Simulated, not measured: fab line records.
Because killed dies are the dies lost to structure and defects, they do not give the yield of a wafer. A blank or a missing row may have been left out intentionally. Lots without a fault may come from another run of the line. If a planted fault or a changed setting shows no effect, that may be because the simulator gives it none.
fab line records	flow n5Finfet
[record] lots = 8	wafers = 23	lastDay = 17
route steps=1938 shown FIN_CUT@166 STI_FIN_REVEAL@184 BEOL_M4@1111 PASSIVATION@1936
lots that met no fault: taken from a fault-free run of the same line
startH: hours from the record's opening day to when the first of the lot's shown wafers began	waitH: hours from the lot's prior step to this one	" as in the row above	L1.1+2: several wafers, shown together as one row	- no value, or no start given	* or withheld: withheld	< > ~ a bound
route shown NAME@n: names a module that has steps shown in the file, with the first one's number in the route	usual: mean/standard deviation taken from wafers without a fault	same: alike in all rows	chamber/n: place in a boat	sites: the reading at each site	_std_site: standard deviation across them	_edge_site: mean of outer sites minus mean of inner sites	radiusMm: for every site, how far away it sits from the centre of the wafer	mask NAME#n: copy n	behind: the last tool/chamber to shape the wafer	hold: what put the lot on hold/how long, in hours/how the hold closed	device: the n, p or np transistor that did not switch	end of line: the same wafers' tests at the end of the route	a step without rows: its recipe alone	killed: count of dies lost to structure and defects at first sort (not the wafer's yield)	map: dies across one wafer; x = killed, . = not, _ = none there
set.NAME: the run value of the setting; set.NAME@STEP: its run value at that earlier step	model.NAME: the simulator's own value behind a step, which no gauge read
route steps across a sampled set of lots; one table per step, one row per wafer
services: from which hour (startH, from the record's first day; less than 0 if before it) a tool's chamber was out of use, for how many hours, and why
[[steps]]
[step N5_FIN_CUT_DESCUM_13]
[recipe] chemistry = O2	timeS = 7	sourcePowerW = 50	biasPowerW = 20	pressureMtorr = 20	rfFrequencyHz = 2.712e+07	tempC = 40	resist = CAR-EUV	o2FlowSccm = 225
[usual] drypumpMotorCurrentA = 5.6/0.48	oesProductAu = 0.74/0.047	rfVppV = 243.0/1.3	showerheadPlenumPTorr = 2.10/0.067	throttleValvePct = 20.55/0.28
lot.wafer	tool	chamber	startH	waitH	drypumpMotorCurrentA	oesProductAu	rfHoursCounterH	rfVppV	showerheadPlenumPTorr	throttleValvePct
L481.3	rieDiel-04	1	27.35	0.0	6.1	0.72	212	242.8	2.07	20.52
L481.5	"	0	"	"	4.7	0.73	-	243.6	2.02	20.63
L481.6	"	1	"	"	6.1	0.72	-	242.6	2.07	20.51
L484.2	rieDiel-01	3	45.29	0.0	5.8	0.75	144	242.3	2.03	20.45
L484.5	"	3	"	"	5.8	0.76	-	240.9	2.03	20.44
L486.1	rieDiel-04	2	57.10	0.0	5.7	0.77	136	244.2	2.19	20.13
L486.3	"	0	"	"	4.7	0.72	156	241.2	2.02	20.64
L486.5	"	1	"	"	6.1	0.70	-	242.9	2.06	20.53
L491.3	rieDiel-01	3	87.39	0.2	5.8	0.75	155	242.9	2.03	20.47
L491.4	"	0	"	"	5.3	0.71	226	243.9	2.16	20.89
L491.6	"	2	"	"	6.3	0.74	-	243.1	2.11	20.65
L500.2	rieDiel-01	2	142.26	0.0	6.3	0.73	153	242.9	2.11	20.66
L500.4	"	0	"	"	5.2	0.70	237	244.6	2.16	20.91
L500.5	"	3	"	"	5.8	0.74	-	240.7	2.02	20.47
L501.1	rieDiel-04	0	148.26	0.1	4.7	0.70	189	240.8	2.01	20.67
L501.2	"	2	"	"	5.7	0.74	170	245.0	2.18	20.17
L501.3	"	1	"	"	6.0	0.68	254	242.5	2.05	20.59
L503.2	rieDiel-04	0	160.44	0.1	4.7	0.70	195	240.5	2.00	20.70
L503.4	"	0	"	"	4.7	0.69	-	240.4	2.00	20.70
L503.5	"	3	"	"	6.0	0.71	-	242.9	2.09	20.98
L504.1	rieDiel-04	0	165.26	0.2	4.7	0.69	197	241.8	2.00	20.68
L504.3	"	2	"	"	5.7	0.74	177	243.7	2.18	20.17
L504.5	"	3	"	"	5.9	0.72	-	243.3	2.09	20.99
[step N5_FIN_CUT_STRIP_22]
[recipe] chemistry = N2/H2	powerW = 500	tempC = 40	pressureMtorr = 50	rfFrequencyHz = 6e+07	overashFraction = 0.3	biasPowerW = 8	h2Frac = 0.5	n2FlowSccm = 300	h2FlowSccm = 300
[usual] drypumpMotorCurrentA = 5.7/0.41	oesProductAu = 0.75/0.061	rfVppV = 54.3/2.2	showerheadPlenumPTorr = 3.37/0.1	throttleValvePct = 19.0/0.36
lot.wafer	tool	chamber	startH	waitH	drypumpMotorCurrentA	oesProductAu	rfHoursCounterH	rfVppV	showerheadPlenumPTorr	throttleValvePct
L481.3	rieDiel-04	3	28.10	0.0	5.9	0.75	183	54.2	3.34	19.1
L481.5	"	3	"	"	6.0	0.73	-	51.6	3.34	19.1
L481.6	"	0	"	"	4.7	0.74	-	54.8	3.23	19.7
L484.2	rieDiel-04	1	46.07	0.1	6.1	0.70	218	56.1	3.32	18.9
L484.5	"	0	"	"	4.7	0.74	-	51.6	3.23	19.8
L486.1	rieDiel-01	3	58.03	0.2	5.8	0.76	148	58.3	3.24	18.8
L486.3	"	1	"	"	6.0	0.95	4	52.9	3.42	18.5
L486.5	"	1	"	"	6.0	0.96	-	54.7	3.42	18.6
L491.3	rieDiel-01	1	88.14	0.0	6.0	0.95	12	52.1	3.41	18.5
L491.4	"	2	"	"	6.3	0.73	144	51.8	3.37	19.1
L491.6	"	1	"	"	6.0	0.94	-	54.2	3.41	18.6
L500.2	rieDiel-01	2	143.01	0.0	6.3	0.71	153	56.9	3.36	19.1
L500.4	"	3	"	"	5.8	0.74	165	52.4	3.23	18.9
L500.5	"	0	"	"	5.3	0.67	-	57.2	3.43	19.1
L501.1	rieDiel-03	1	149.08	0.0	5.8	0.75	171	55.5	3.34	19.2
L501.2	"	2	"	"	5.5	0.75	156	51.1	3.22	19.2
L501.3	"	3	"	"	5.3	0.76	168	55.2	3.47	18.6
L503.2	rieDiel-03	2	161.54	0.1	5.5	0.72	160	56.7	3.22	19.3
L503.4	"	0	"	"	5.7	0.72	145	55.2	3.52	19.1
L503.5	"	3	"	"	5.2	0.75	-	57.0	3.47	18.6
L504.1	rieDiel-01	1	166.01	0.0	6.0	0.89	29	54.1	3.40	18.6
L504.3	"	0	"	"	5.3	0.69	244	53.5	3.43	19.2
L504.5	"	1	"	"	6.0	0.89	-	55.7	3.40	18.5
[step N5_STI_FIN_REVEAL_ALD_14]
[recipe] material = Si3N4	targetThkA = 30	tempC = 400	aldPrecursorFamily = SiH2I2	aldCoReactant = N2/H2-plasma	pressureTorr = 2
[usual] heaterPowerW = 813/79
lot.wafer	tool	chamber	startH	waitH	heaterPowerW
L481.3	aldSin-01	2	28.35	0.0	769
L481.5	"	2	"	"	767
L481.6	"	3	"	"	847
L484.2	aldSin-01	1	46.33	0.0	784
L484.5	"	2	"	"	769
L486.1	aldSin-04	3	58.62	0.0	821
L486.3	"	1	"	"	881
L486.5	"	1	"	"	878
L491.3	aldSin-01	1	89.96	0.0	817
L491.4	"	0	"	"	781
L491.6	"	1	"	"	774
L500.2	aldSin-01	0	145.52	0.0	783
L500.4	"	3	"	"	859
L500.5	"	1	"	"	786
L501.1	aldSin-04	3	149.41	0.0	786
L501.2	"	2	"	"	1032
L501.3	"	0	"	"	809
L503.2	aldSin-03	2	161.79	0.0	678
L503.4	"	0	"	"	805
L503.5	"	1	"	"	704
L504.1	aldSin-01	3	166.26	0.0	886
L504.3	"	0	"	"	803
L504.5	"	3	"	"	866
[step N5_STI_FIN_REVEAL_ETCHBACK_08]
[recipe] chemistry = C4F6/O2	target = SiO2	targetDepthA = 305	timeS = 10.167	ionEnergyEv = 250	pressureMtorr = 30	sourceW = 345	biasW = 185	Ar_flow_sccm = 300	C4F6_flow_sccm = 10	O2_flow_sccm = 10
[usual] drypumpMotorCurrentA = 5.7/0.48	oesProductAu = 0.80/0.063	rfVppV = 662/15	showerheadPlenumPTorr = 2.91/0.051	throttleValvePct = 21.21/0.27
lot.wafer	tool	chamber	startH	waitH	drypumpMotorCurrentA	oesProductAu	rfHoursCounterH	rfVppV	showerheadPlenumPTorr	throttleValvePct
L481.3	rieDiel-06	2	34.22	0.3	5.5	0.83	63	645	2.89	21.02
L481.5	"	2	"	"	5.5	0.83	-	646	2.89	21.02
L481.6	"	3	"	"	5.7	0.89	-	675	2.92	21.38
L484.2	rieDiel-05	2	52.65	0.2	4.9	0.77	143	680	2.95	20.77
L484.5	"	2	"	"	4.9	0.77	-	679	2.95	20.77
L486.1	rieDiel-05	2	64.42	0.2	4.9	0.77	148	680	2.95	20.78
L486.3	"	3	"	"	5.5	0.87	51	657	3.00	20.87
L486.5	"	1	"	"	6.2	0.90	-	681	2.91	21.29
L491.3	rieDiel-05	2	95.63	0.2	4.9	0.76	156	680	2.95	20.79
L491.4	"	3	"	"	5.5	0.85	61	658	2.99	20.88
L491.6	"	0	"	"	5.5	0.82	-	677	2.89	21.48
L500.2	rieDiel-02	3	151.32	0.3	5.9	0.77	114	634	2.86	21.47
L500.4	"	2	"	"	5.1	0.72	183	649	2.86	21.72
L500.5	"	1	"	"	6.3	0.70	-	657	2.82	20.99
L501.1	rieDiel-02	0	155.04	0.2	6.6	0.87	50	658	2.99	21.11
L501.2	"	2	"	"	5.1	0.72	185	651	2.86	21.71
L501.3	"	1	"	"	6.2	0.70	220	657	2.82	21.01
L503.2	rieDiel-06	3	167.90	0.7	5.7	0.83	87	674	2.90	21.44
L503.4	"	2	"	"	5.5	0.78	112	645	2.87	21.09
L503.5	"	3	"	"	5.7	0.84	-	673	2.90	21.45
L504.1	rieDiel-05	2	171.97	0.3	4.9	0.74	182	680	2.94	20.84
L504.3	"	0	"	"	5.5	0.78	117	674	2.88	21.52
L504.5	"	3	"	"	5.5	0.82	-	656	2.98	20.94
[step N5_STI_FIN_REVEAL_FIN_H_MEAS_10]
[usual] trenchDepthNm = 52.2/0.64
lot.wafer	tool	chamber	startH	waitH	trenchDepthNm
L481.3	ocd-02	-	37.18	0.0	51.2
L481.5	"	-	"	"	51.2
L481.6	"	-	"	"	51.0
L484.2	ocd-01	-	55.93	0.0	52.7
L484.5	"	-	"	"	52.5
L486.1	ocd-01	-	67.36	0.0	52.4
L486.3	"	-	"	"	52.0
L486.5	"	-	"	"	52.5
L491.3	ocd-02	-	98.80	0.0	53.1
L491.4	"	-	"	"	46.8
L491.6	"	-	"	"	47.2
L500.2	ocd-01	-	154.28	0.0	51.9
L500.4	"	-	"	"	51.8
L500.5	"	-	"	"	51.9
L501.1	ocd-01	-	157.99	0.0	52.6
L501.2	"	-	"	"	51.9
L501.3	"	-	"	"	51.7
L503.2	ocd-02	-	170.86	0.0	52.4
L503.4	"	-	"	"	52.2
L503.5	"	-	"	"	52.5
L504.1	ocd-01	-	174.93	0.0	52.1
L504.3	"	-	"	"	52.1
L504.5	"	-	"	"	52.3
[step N5_BEOL_M4_RC_MEAS_101]
[usual] DIBL_N = 35.9/1.6	DIBL_P = 35.6/2.1	IOFF_N = 0.149/0.029	IOFF_N_85C = 2.9/0.47	IOFF_N_LIN = 0.070/0.012	IOFF_P = 0.20/0.033	IOFF_P_85C = 3.5/0.49	IOFF_P_LIN = 0.095/0.013	ION_N = 671/11	ION_P = 460/7.3	REXT_P = 100.9/2.6	SS_N = 71.4/0.62	SS_P = 73.2/0.65	VT_N = 251/3.1	VT_P = -251/3.4
lot.wafer	tool	chamber	startH	waitH	DIBL_N[mV/V]	DIBL_P[mV/V]	IOFF_N[nA/um]	IOFF_N_85C[nA/um]	IOFF_N_LIN[nA/um]	IOFF_P[nA/um]	IOFF_P_85C[nA/um]	IOFF_P_LIN[nA/um]	ION_N[uA/um]	ION_P[uA/um]	REXT_P[ohm.um]	SS_N[mV/dec]	SS_P[mV/dec]	VT_N[mV]	VT_P[mV]
L481.3	prober-02	0	165.61	0.3	35.4	33.8	0.133	2.7	0.059	0.15	2.8	0.075	662	445	99.7	70.8	72.5	251	-258
L481.5	"	0	"	"	34.5	34.4	0.124	2.5	0.059	0.15	2.9	0.076	656	451	99.8	70.5	72.7	254	-256
L481.6	"	0	"	"	34.0	34.4	0.116	2.4	0.057	0.16	2.9	0.078	655	453	98.3	69.8	72.6	254	-257
L484.2	prober-02	0	182.65	0.2	35.5	36.8	0.138	2.7	0.066	0.18	3.2	0.087	668	454	103.0	71.2	73.5	251	-256
L484.5	"	0	"	"	34.7	35.0	0.136	2.7	0.064	0.16	2.9	0.077	668	452	104.6	71.5	72.3	253	-256
L486.1	prober-02	0	199.72	0.0	35.4	33.4	0.133	2.7	0.063	0.18	3.2	0.090	668	459	100.8	70.8	72.8	251	-251
L486.3	"	0	"	"	34.4	31.4	0.114	2.3	0.056	0.15	2.8	0.080	664	456	101.0	71.0	72.5	254	-254
L486.5	"	0	"	"	36.6	34.7	0.152	3.0	0.071	0.19	3.3	0.093	677	459	101.3	71.3	73.8	250	-251
L491.3	prober-01	0	230.72	0.3	36.8	37.4	0.169	3.1	0.077	0.20	3.4	0.094	676	460	103.0	71.2	72.9	247	-252
L491.4	"	0	"	"	59.0	54.4	3.071	36.1	0.165	2.56	29.5	0.204	624	423	110.6	100.6	95.7	246	-247
L491.6	"	0	"	"	53.4	47.6	1.731	22.3	0.134	1.07	14.3	0.157	624	425	110.4	92.3	86.0	245	-249
L500.2	prober-02	0	281.01	0.2	35.2	34.6	0.132	2.6	0.063	0.20	3.4	0.096	664	459	99.3	71.1	73.1	252	-249
L500.4	"	0	"	"	34.2	32.9	0.123	2.5	0.059	0.18	3.1	0.091	653	455	99.1	71.3	72.2	254	-251
L500.5	"	0	"	"	35.3	34.5	0.137	2.7	0.063	0.19	3.4	0.096	656	454	99.8	71.7	72.8	253	-250
L501.1	prober-01	0	283.36	0.0	35.7	34.9	0.132	2.6	0.063	0.20	3.6	0.100	672	465	97.3	72.0	73.4	254	-250
L501.2	"	0	"	"	33.7	32.6	0.110	2.2	0.053	0.17	3.1	0.089	651	454	97.3	70.9	72.2	254	-249
L501.3	"	0	"	"	36.3	35.9	0.150	2.9	0.066	0.21	3.7	0.101	664	453	97.7	71.7	73.2	252	-248
L503.2	prober-02	0	300.61	0.2	36.8	35.2	0.157	3.1	0.073	0.21	3.5	0.098	681	468	98.7	70.7	73.0	253	-250
L503.4	"	0	"	"	38.7	38.1	0.199	3.8	0.090	0.26	4.4	0.119	683	467	100.2	71.9	73.8	245	-244
L503.5	"	0	"	"	39.1	38.4	0.213	4.0	0.095	0.27	4.4	0.118	697	475	99.7	72.5	74.2	244	-248
L504.1	prober-02	0	303.75	0.0	34.6	34.7	0.133	2.7	0.065	0.19	3.4	0.091	665	458	103.0	71.8	72.8	251	-251
L504.3	"	0	"	"	34.9	33.6	0.135	2.7	0.064	0.16	3.0	0.082	679	461	105.2	71.3	72.4	252	-253
L504.5	"	0	"	"	35.7	34.8	0.154	3.0	0.071	0.19	3.4	0.091	681	459	104.1	71.5	73.6	250	-249
[step N5_PASSIVATION_PROBE_49]
[usual] defectLimitedYield = 90.9/1.5	killed_at_M0_to_M3 = 36/9.9	killed_at_M4_up = 13/4.5	killedAtContacts = 13/6.4	killedAtFrontEnd = 42/12	killedAtOther = 3.4/3	killedDies = 107/18	killedOpen = 69/13	killedShort = 35/8.2	sort_bin_4_leakage = 0/0	sort_bin_5_function = 5.3/1.1	sort_bin_6_memory = 3.4/0.69	sortNPass = 1073/18	sortYieldPct = 90.9/1.5
[same] grossDies = 1180	killedAtBackSide = 0	sort_bin_8_speed[%] = 0
lot.wafer	tool	chamber	startH	waitH	defectLimitedYield[%]	killed_at_M0_to_M3	killed_at_M4_up	killedAtContacts	killedAtFrontEnd	killedAtOther	killedDies	killedOpen	killedShort	sort_bin_4_leakage[%]	sort_bin_5_function[%]	sort_bin_6_memory[%]	sortNPass	sortYieldPct[%]
L481.3	prober-02	-	258.70	0.1	90.3	37	14	16	47	1	115	77	33	0	5.2	4.2	1065	90.3
L481.5	prober-02	-	258.80	0.2	89.4	43	9	20	49	4	125	87	38	0	6.6	3.7	1055	89.4
L481.6	prober-02	-	258.85	0.3	88.2	60	14	11	51	3	139	88	48	0	6.8	4.2	1041	88.2
L484.2	prober-01	-	284.88	0.1	91.6	32	9	17	38	3	99	70	27	0	5.4	2.6	1081	91.6
L484.5	prober-01	-	285.03	0.2	90.9	32	13	27	33	2	107	68	37	0	4.8	3.9	1073	90.9
L486.1	prober-01	-	298.72	0.0	90.8	31	14	11	51	1	108	67	41	0	4.3	4.5	1072	90.8
L486.3	prober-01	-	298.82	0.1	91.1	38	17	7	40	3	105	69	30	0	4.7	3.5	1075	91.1
L486.5	prober-01	-	298.92	0.2	90.7	26	11	15	56	2	110	71	38	0	4.8	4.3	1070	90.7
L491.3	prober-02	-	331.68	0.1	91.9	22	15	14	43	1	95	62	28	0	5.3	2.5	1085	91.9
L491.4	prober-02	-	331.73	0.2	91.6	24	14	3	56	2	99	63	34	91.61	4.6	3.6	0	0
L491.6	prober-02	-	331.83	0.3	87.4	47	20	9	70	3	149	94	50	87.37	7.4	4.7	0	0
L500.2	prober-01	-	376.86	0.8	91.1	31	10	15	46	3	105	73	28	0	4.8	3.8	1075	91.1
L500.4	prober-01	-	376.96	0.9	90.8	31	14	6	53	4	108	66	41	0	4.9	3.6	1072	90.8
L500.5	prober-01	-	377.01	1.0	87.7	40	14	18	72	1	145	102	41	0	7.8	4.0	1035	87.7
L501.1	prober-02	-	386.71	0.0	91.2	35	10	17	24	18	104	60	42	0	5.5	2.8	1076	91.2
L501.2	prober-02	-	386.76	0.1	92.5	27	10	17	23	11	88	55	32	0	4.5	2.5	1092	92.5
L501.3	prober-02	-	386.81	0.1	92.0	31	18	3	28	14	94	67	25	0	4.2	3.3	1086	92.0
L503.2	prober-02	-	394.99	0.1	91.9	29	9	22	35	1	96	62	31	0	4.6	3.2	1084	91.9
L503.4	prober-02	-	395.09	0.2	89.5	48	9	16	45	6	124	84	39	0	6.2	4.1	1056	89.5
L503.5	prober-02	-	395.14	0.2	91.4	36	6	26	31	3	102	68	31	0	5.3	3.1	1078	91.4
L504.1	prober-02	-	407.23	0.0	89.2	38	12	23	47	7	127	84	40	0	6.9	3.7	1053	89.2
L504.3	prober-02	-	407.33	0.1	89.5	44	11	19	47	3	124	88	31	0	5.9	4.3	1056	89.5
L504.5	prober-02	-	407.43	0.2	91.3	36	19	13	34	1	103	71	28	0	4.8	3.8	1077	91.3
// killed by level:class
L481.3 MOL_CONTACT_COAG:geometricParticle:open=14 FIN_SAQP:geometricParticle:open=13 STI_FIN_REVEAL:geometricParticle:open=10 BEOL_M2:geometricParticle:open=9 FIN_SAQP:geometricParticle:short=7 BEOL_M3:geometricParticle:open=7 STI_FIN_REVEAL:geometricParticle:short=5 BEOL_M0_SAQP:geometricParticle:open=5
L481.5 STI_FIN_REVEAL:geometricParticle:open=16 MOL_CONTACT_COAG:geometricParticle:open=16 BEOL_M2:geometricParticle:open=13 FIN_SAQP:geometricParticle:short=8 FIN_SAQP:geometricParticle:open=8 BEOL_M1:geometricParticle:open=7 BEOL_M0_SAQP:geometricParticle:open=6 BEOL_M0_SAQP:geometricParticle:short=6
L481.6 FIN_SAQP:geometricParticle:open=18 BEOL_M0_SAQP:geometricParticle:open=13 FIN_SAQP:geometricParticle:short=10 BEOL_M2:geometricParticle:open=10 BEOL_M0_SAQP:geometricParticle:short=8 MOL_CONTACT_COAG:geometricParticle:open=8 BEOL_M3:geometricParticle:open=7 BEOL_M0:geometricParticle:short=6
L484.2 MOL_CONTACT_COAG:geometricParticle:open=15 STI_FIN_REVEAL:geometricParticle:open=10 BEOL_M1:geometricParticle:short=9 BEOL_M2:geometricParticle:open=9 DUMMY_GATE:geometricParticle:open=6 FIN_SAQP:geometricParticle:open=5 BEOL_M0_SAQP:geometricParticle:open=5 BEOL_M3:geometricParticle:open=5
L484.5 MOL_CONTACT_COAG:geometricParticle:open=20 BEOL_M2:geometricParticle:open=8 DUMMY_GATE:geometricParticle:open=8 MOL_CONTACT_COAG:geometricParticle:short=6 BEOL_M4:geometricParticle:open=6 GATE_CUT:geometricParticle:short=5 ILD0:geometricParticle:short=4 BEOL_M0_SAQP:geometricParticle:short=4
L486.1 FIN_SAQP:geometricParticle:open=13 FIN_SAQP:geometricParticle:short=12 MOL_CONTACT_COAG:geometricParticle:open=10 STI_FIN_REVEAL:geometricParticle:open=7 BEOL_M2:geometricParticle:short=6 BEOL_M1:geometricParticle:open=5 BEOL_M2:geometricParticle:open=5 BEOL_M0_SAQP:geometricParticle:short=4
L486.3 FIN_SAQP:geometricParticle:open=13 BEOL_M0_SAQP:geometricParticle:open=11 BEOL_M4:geometricParticle:open=7 FIN_SAQP:geometricParticle:short=6 BEOL_M1:geometricParticle:open=6 BEOL_M0_SAQP:geometricParticle:short=5 BEOL_M2:geometricParticle:open=5 DUMMY_GATE:geometricParticle:short=4
L486.5 FIN_SAQP:geometricParticle:open=17 MOL_CONTACT_COAG:geometricParticle:open=13 FIN_SAQP:geometricParticle:short=12 STI_FIN_REVEAL:geometricParticle:open=8 BEOL_M2:geometricParticle:open=6 DUMMY_GATE:geometricParticle:open=5 BEOL_M1:geometricParticle:open=4 BEOL_M1:geometricParticle:short=4
L491.3 FIN_SAQP:geometricParticle:open=12 MOL_CONTACT_COAG:geometricParticle:open=11 BEOL_M3:geometricParticle:open=8 DUMMY_GATE:geometricParticle:open=5 GATE_CUT:geometricParticle:short=5 BEOL_M4:geometricParticle:open=5 DUMMY_GATE:geometricParticle:short=4 BEOL_M0_SAQP:geometricParticle:short=4
L491.4 FIN_SAQP:geometricParticle:open=21 FIN_SAQP:geometricParticle:short=18 BEOL_M1:geometricParticle:open=9 BEOL_M2:geometricParticle:open=5 DUMMY_GATE:geometricParticle:open=4 GATE_CUT:geometricParticle:short=4 BEOL_M4:geometricParticle:open=4 GATE_CUT:geometricParticle:open=3
L491.6 FIN_SAQP:geometricParticle:open=17 BEOL_M3:geometricParticle:open=16 FIN_SAQP:geometricParticle:short=9 BEOL_M0_SAQP:geometricParticle:short=8 BEOL_M1:geometricParticle:open=8 DUMMY_GATE:geometricParticle:open=8 GATE_CUT:geometricParticle:short=7 STI_FIN_REVEAL:geometricParticle:open=7
L500.2 BEOL_M1:geometricParticle:open=15 FIN_SAQP:geometricParticle:open=14 MOL_CONTACT_COAG:geometricParticle:open=11 FIN_SAQP:geometricParticle:short=8 STI_FIN_REVEAL:geometricParticle:open=8 GATE_CUT:geometricParticle:short=6 BEOL_M2:geometricParticle:open=6 BEOL_M4:geometricParticle:open=6
L500.4 FIN_SAQP:geometricParticle:short=13 FIN_SAQP:geometricParticle:open=9 STI_FIN_REVEAL:geometricParticle:open=9 BEOL_M4:geometricParticle:open=9 BEOL_M1:geometricParticle:open=7 GATE_CUT:geometricParticle:short=6 MOL_CONTACT_COAG:geometricParticle:open=6 DUMMY_GATE:geometricParticle:open=5
L500.5 STI_FIN_REVEAL:geometricParticle:open=24 FIN_SAQP:geometricParticle:short=14 FIN_SAQP:geometricParticle:open=13 MOL_CONTACT_COAG:geometricParticle:open=13 BEOL_M3:geometricParticle:open=10 BEOL_M1:geometricParticle:open=9 GATE_CUT:geometricParticle:open=7 BEOL_M4:geometricParticle:open=6
L501.1 MOL_CONTACT_COAG:geometricParticle:open=14 BEOL_M0_SAQP:geometricParticle:open=13 BEOL_M0_SAQP:geometricParticle:short=13 PAD_METAL:geometricParticle:short=6 MIM_TOP:geometricParticle:short=5 PAD_METAL:geometricParticle:open=4 FIN_SAQP:geometricParticle:open=3 FIN_SAQP:geometricParticle:short=3
L501.2 MOL_CONTACT_COAG:geometricParticle:open=16 BEOL_M0_SAQP:geometricParticle:open=7 BEOL_M2:geometricParticle:open=7 FIN_SAQP:geometricParticle:short=5 BEOL_M0_SAQP:geometricParticle:short=5 STI_FIN_REVEAL:geometricParticle:open=4 PAD_METAL:geometricParticle:open=4 PAD_METAL:geometricParticle:short=4
L501.3 FIN_SAQP:geometricParticle:open=11 BEOL_M0_SAQP:geometricParticle:open=7 BEOL_M2:geometricParticle:open=7 BEOL_M1:geometricParticle:open=6 BEOL_M0_SAQP:geometricParticle:short=4 BEOL_M4:geometricParticle:open=4 PAD_METAL:geometricParticle:open=4 PAD_METAL:geometricParticle:short=4
L503.2 MOL_CONTACT_COAG:geometricParticle:open=15 FIN_SAQP:geometricParticle:open=9 FIN_SAQP:geometricParticle:short=9 BEOL_M1:geometricParticle:open=9 DUMMY_GATE:geometricParticle:open=8 MOL_CONTACT_COAG:geometricParticle:short=7 BEOL_M3:geometricParticle:open=5 BEOL_M0_SAQP:geometricParticle:short=4
L503.4 BEOL_M3:geometricParticle:open=20 FIN_SAQP:geometricParticle:open=16 MOL_CONTACT_COAG:geometricParticle:open=13 FIN_SAQP:geometricParticle:short=10 BEOL_M0_SAQP:geometricParticle:open=7 BEOL_M0_SAQP:geometricParticle:short=6 BEOL_M2:geometricParticle:open=5 ILD0:geometricParticle:short=4
L503.5 MOL_CONTACT_COAG:geometricParticle:open=23 BEOL_M0_SAQP:geometricParticle:open=11 BEOL_M2:geometricParticle:open=7 GATE_CUT:geometricParticle:short=6 FIN_SAQP:geometricParticle:short=4 FIN_SAQP:geometricParticle:open=4 STARTING-WAFER:geometricParticle:open=4 STARTING-WAFER:geometricParticle:short=4
L504.1 MOL_CONTACT_COAG:geometricParticle:open=18 FIN_SAQP:geometricParticle:open=14 BEOL_M3:geometricParticle:open=13 FIN_SAQP:geometricParticle:short=12 STI_FIN_REVEAL:geometricParticle:open=6 BEOL_M0_SAQP:geometricParticle:short=6 BEOL_M1:geometricParticle:open=6 DUMMY_GATE:geometricParticle:open=5
L504.3 MOL_CONTACT_COAG:geometricParticle:open=16 STI_FIN_REVEAL:geometricParticle:open=12 BEOL_M0_SAQP:geometricParticle:open=9 BEOL_M0:geometricParticle:open=9 BEOL_M3:geometricParticle:open=8 FIN_SAQP:geometricParticle:open=7 FIN_SAQP:geometricParticle:short=7 DUMMY_GATE:geometricParticle:open=6
L504.5 BEOL_M1:geometricParticle:open=12 STI_FIN_REVEAL:geometricParticle:open=10 MOL_CONTACT_COAG:geometricParticle:open=10 BEOL_M4:geometricParticle:open=8 BEOL_M0_SAQP:geometricParticle:open=6 BEOL_M3:geometricParticle:open=5 BEOL_M2:geometricParticle:open=5 STI_FIN_REVEAL:geometricParticle:short=4
[[services]]
tool	chamber	startH	hours	kind
rieDiel-05	0	8.74	9.8	repair
rieDiel-06	-	9.25	0.5	repair
rieDiel-01	3	13.29	13.9	repair
rieDiel-03	3	30.37	10.2	repair
aldSin-01	-	39.89	1.0	repair
rieDiel-02	-	41.23	0.6	repair
rieDiel-03	1	64.09	32.7	repair
rieDiel-02	0	64.99	3.1	repair
rieDiel-01	2	71.21	11.1	repair
rieDiel-01	-	75.75	4.3	pm
aldSin-04	-	85.96	14.0	pm
rieDiel-01	3	89.35	5.1	repair
rieDiel-06	3	91.74	2.4	repair
rieDiel-04	1	100.49	1.5	repair
rieDiel-01	-	103.88	18.9	repair
rieDiel-04	3	109.90	12.2	repair
aldSin-01	0	116.49	4.4	repair
rieDiel-04	3	126.58	27.6	repair
rieDiel-01	-	126.93	0.3	repair
aldSin-01	-	134.08	0.8	pm
rieDiel-04	-	138.91	0.5	repair
rieDiel-02	-	156.72	16.8	repair
rieDiel-06	1	161.09	4.9	repair
rieDiel-05	2	164.28	5.6	repair
[[key]]
[firstSign] step = N5_STI_FIN_REVEAL_FIN_H_MEAS_10	reading = trenchDepthNm	direction = down	sigmas = 8.1	usual = 52.2	struck = 47.0
[effect] step = N5_BEOL_M4_RC_MEAS_101	reading = IOFF_N	direction = up	sigmas = 77	usual = 0.149	struck = 2.401
[effect] step = N5_BEOL_M4_RC_MEAS_101	reading = IOFF_N_85C	direction = up	sigmas = 56	usual = 2.9	struck = 29.2
[effect] step = N5_BEOL_M4_RC_MEAS_101	reading = IOFF_P	direction = up	sigmas = 48	usual = 0.20	struck = 1.81
[effect] step = N5_BEOL_M4_RC_MEAS_101	reading = SS_N	direction = up	sigmas = 41	usual = 71.4	struck = 96.4
[effect] step = N5_BEOL_M4_RC_MEAS_101	reading = IOFF_P_85C	direction = up	sigmas = 38	usual = 3.5	struck = 21.9
[effect] step = N5_BEOL_M4_RC_MEAS_101	reading = SS_P	direction = up	sigmas = 27	usual = 73.2	struck = 90.9
[effect] step = N5_BEOL_M4_RC_MEAS_101	reading = DIBL_N	direction = up	sigmas = 13	usual = 35.9	struck = 56.2
[effect] step = N5_BEOL_M4_RC_MEAS_101	reading = DIBL_P	direction = up	sigmas = 7.4	usual = 35.6	struck = 51.0
[effect] step = N5_BEOL_M4_RC_MEAS_101	reading = IOFF_N_LIN	direction = up	sigmas = 6.9	usual = 0.070	struck = 0.150
[effect] step = N5_BEOL_M4_RC_MEAS_101	reading = IOFF_P_LIN	direction = up	sigmas = 6.8	usual = 0.095	struck = 0.181
[effect] step = N5_BEOL_M4_RC_MEAS_101	reading = ION_P	direction = down	sigmas = 5	usual = 460	struck = 424
[effect] step = N5_BEOL_M4_RC_MEAS_101	reading = ION_N	direction = down	sigmas = 4.2	usual = 671	struck = 624
[effect] step = N5_PASSIVATION_PROBE_49	reading = sort_bin_4_leakage	direction = up	sigmas = 99+	usual = 0	struck = 89.49
metAt N5_STI_FIN_REVEAL_ETCHBACK_08
struckLots L491
struckWafers L491.4,L491.6
notActingAt N5_FIN_CUT_DESCUM_13,N5_FIN_CUT_STRIP_22,N5_STI_FIN_REVEAL_ALD_14
onsetBetween 64.42 95.63
[fault] kind = processParameterDrift	tool = rieDiel-05	chamber = -	onsetH = 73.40	steps = N5_STI_FIN_REVEAL_ETCHBACK_08	channel = timeS	offset = *	shape = step	endH = 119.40	scope = struckWafersOnly	actsIn = *	stated = *
